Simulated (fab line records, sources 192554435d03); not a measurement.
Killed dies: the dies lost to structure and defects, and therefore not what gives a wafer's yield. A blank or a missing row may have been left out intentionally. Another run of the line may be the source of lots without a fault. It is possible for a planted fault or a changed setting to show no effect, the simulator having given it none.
Chamber matching -- flow n5_finfet -- rie_diel-06 running N5_BEOL_M4_STRIP_66: 4 sister chambers
The step strips in CF4. 33 wafers are shown with their chamber, then 12 later ones without.

WAFERS PAIRED WITH THEIR CHAMBERS
wafer,chamber,drypump_motor_current_A (A),showerhead_plenum_p_Torr (Torr),throttle_valve_pct (%)
L074.1,2,6.1,1.75,13.38
L074.3,1,5.3,1.83,13.44
L074.6,1,5.3,1.83,13.45
L076.2,0,5.8,1.78,13.63
L076.3,2,6.0,1.75,13.38
L076.6,0,5.8,1.78,13.64
L081.4,2,6.1,1.74,13.44
L081.5,3,5.0,1.77,13.85
L081.6,0,5.8,1.77,13.66
L083.1,1,5.3,1.83,13.45
L083.2,0,5.8,1.77,13.66
L083.4,3,5.0,1.77,13.85
L082.2,2,6.1,1.74,13.42
L082.3,1,5.3,1.83,13.48
L082.6,0,5.8,1.77,13.67
L085.2,3,5.0,1.77,13.87
L085.3,2,6.1,1.74,13.43
L085.4,3,5.0,1.77,13.88
L086.2,3,5.0,1.77,13.87
L086.3,2,6.0,1.74,13.46
L086.5,2,6.1,1.74,13.45
L087.2,3,5.0,1.77,13.88
L087.3,1,5.3,1.82,13.48
L087.6,1,5.3,1.82,13.47
L089.3,1,5.3,1.82,13.50
L089.5,1,5.3,1.82,13.50
L089.6,2,6.1,1.74,13.45
L091.2,1,5.3,1.82,13.51
L091.5,1,5.3,1.82,13.49
L091.6,0,5.8,1.77,13.70
L090.2,0,5.8,1.77,13.73
L090.5,1,5.3,1.82,13.52
L090.6,2,6.0,1.74,13.49

SIGNATURES, as means of the wafers listed above
reading,chamber 0,chamber 1,chamber 2,chamber 3,scatter within a chamber
drypump_motor_current_A,5.800,5.300,6.067,5.000,0.0263
showerhead_plenum_p_Torr,1.7729,1.8236,1.7422,1.7700,0.00437
throttle_valve_pct,13.6700,13.4809,13.4333,13.8667,0.0296
Rule: a wafer lies at a distance from a chamber equal to the root of the sum of squares, over the readings, of (its reading less the chamber's mean, divided by the reading's scatter). If the next closest chamber is less than 2 further off than the closest, the wafer can't be placed; otherwise it belongs to the closest. The scatter: the root of (the sum of the squares of (reading less its chamber's mean) over the shown wafers, divided by (wafers less chambers)).

WAFERS WITH NO CHAMBER GIVEN
wafer,drypump_motor_current_A (A),showerhead_plenum_p_Torr (Torr),throttle_valve_pct (%)
L093.3,5.3,1.82,13.52
L093.4,6.1,1.73,13.50
L093.6,6.1,1.74,13.49
L095.1,5.3,1.82,13.53
L095.2,5.8,1.76,13.74
L095.4,5.0,1.77,13.32
L096.2,5.0,1.77,13.34
L096.4,5.3,1.82,13.52
L096.5,6.1,1.73,13.49
L097.1,5.3,1.82,13.53
L097.2,5.8,1.76,13.74
L097.5,5.3,1.82,13.53

WHICH CHAMBER EACH ONE RAN IN
wafer,from the rows above,in truth
L093.3,1,1
L093.4,2,2
L093.6,2,2
L095.1,1,1
L095.2,0,0
L095.4,can't be placed: 1 or 3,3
L096.2,can't be placed: 1 or 3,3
L096.4,1,1
L096.5,2,2
L097.1,1,1
L097.2,0,0
L097.5,1,1
Correct placement for 10 of the 12. Unplaceable from these rows: 2, with the true chamber sitting among the candidates in 2. Placed wrongly: 0.
